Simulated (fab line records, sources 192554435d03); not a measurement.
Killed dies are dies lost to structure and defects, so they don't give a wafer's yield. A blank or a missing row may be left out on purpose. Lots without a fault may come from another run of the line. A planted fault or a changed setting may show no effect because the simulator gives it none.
Chamber matching | flow n5_finfet | N5_DUMMY_GATE_ETCH_29 on rie_diel-04: 4 sister chambers
The step etches underlayer in N2/H2, target depth 13 nm. 18 wafers are shown with their chamber, then 9 later ones without.

WAFERS WITH THEIR CHAMBER
wafer  | chamber | showerhead_plenum_p_Torr (Torr) | drypump_motor_current_A (A) | throttle_valve_pct (%)
L075.1 | 0       | 2.62                            | 5.8                         | 18.01
L075.4 | 2       | 2.62                            | 5.8                         | 17.99
L075.5 | 3       | 2.42                            | 6.5                         | 17.89
L081.1 | 3       | 2.42                            | 6.6                         | 17.90
L081.3 | 0       | 2.62                            | 5.8                         | 18.03
L081.5 | 2       | 2.62                            | 5.8                         | 18.01
L083.2 | 2       | 2.62                            | 5.8                         | 18.02
L083.5 | 3       | 2.42                            | 6.5                         | 17.90
L083.6 | 2       | 2.62                            | 5.8                         | 18.01
L086.1 | 3       | 2.42                            | 6.6                         | 17.93
L086.2 | 2       | 2.62                            | 5.8                         | 18.02
L086.3 | 0       | 2.62                            | 5.8                         | 18.03
L088.2 | 0       | 2.61                            | 5.8                         | 18.04
L088.3 | 3       | 2.42                            | 6.5                         | 17.91
L088.5 | 2       | 2.61                            | 5.7                         | 18.04
L091.2 | 1       | 2.48                            | 5.7                         | 17.59
L091.4 | 0       | 2.61                            | 5.8                         | 18.04
L091.5 | 1       | 2.48                            | 5.7                         | 17.61

SIGNATURES (means of the wafers above)
reading                  | chamber 0 | chamber 1 | chamber 2 | chamber 3 | scatter within a chamber
showerhead_plenum_p_Torr | 2.6160    | 2.4800    | 2.6183    | 2.4200    | 0.00381
drypump_motor_current_A  | 5.800     | 5.700     | 5.783     | 6.540     | 0.0381
throttle_valve_pct       | 18.0300   | 17.6000   | 18.0150   | 17.9060   | 0.0148
Rule: a wafer's distance from a chamber is the root of the sum, over the readings, of the square of ((its reading less the chamber's mean) divided by the reading's scatter). The wafer belongs to the nearest chamber; if the next one is less than 2 further off, it can't be placed. The scatter: the root of (the sum of the squares of (reading less its chamber's mean) over the shown wafers, divided by (wafers less chambers)).

WAFERS WITHOUT THEIR CHAMBER
wafer  | showerhead_plenum_p_Torr (Torr) | drypump_motor_current_A (A) | throttle_valve_pct (%)
L092.2 | 2.61                            | 5.8                         | 18.05
L092.3 | 2.41                            | 6.5                         | 17.92
L092.5 | 2.61                            | 5.8                         | 18.06
L094.2 | 2.61                            | 5.8                         | 18.06
L094.3 | 2.61                            | 5.8                         | 18.05
L094.5 | 2.48                            | 5.7                         | 17.61
L096.3 | 2.47                            | 5.7                         | 17.61
L096.4 | 2.61                            | 5.8                         | 18.05
L096.5 | 2.47                            | 5.7                         | 17.62

WHICH CHAMBER EACH WENT THROUGH
wafer  | from the rows above     | in truth
L092.2 | can't be placed: 0 or 2 | 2
L092.3 | 3                       | 3
L092.5 | can't be placed: 0 or 2 | 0
L094.2 | can't be placed: 0 or 2 | 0
L094.3 | can't be placed: 0 or 2 | 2
L094.5 | 1                       | 1
L096.3 | 1                       | 1
L096.4 | can't be placed: 0 or 2 | 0
L096.5 | 1                       | 1
Placed correctly: 4 of 9. Can't be placed from these rows: 5 (the true chamber is among the candidates in 5). Placed wrongly: 0.
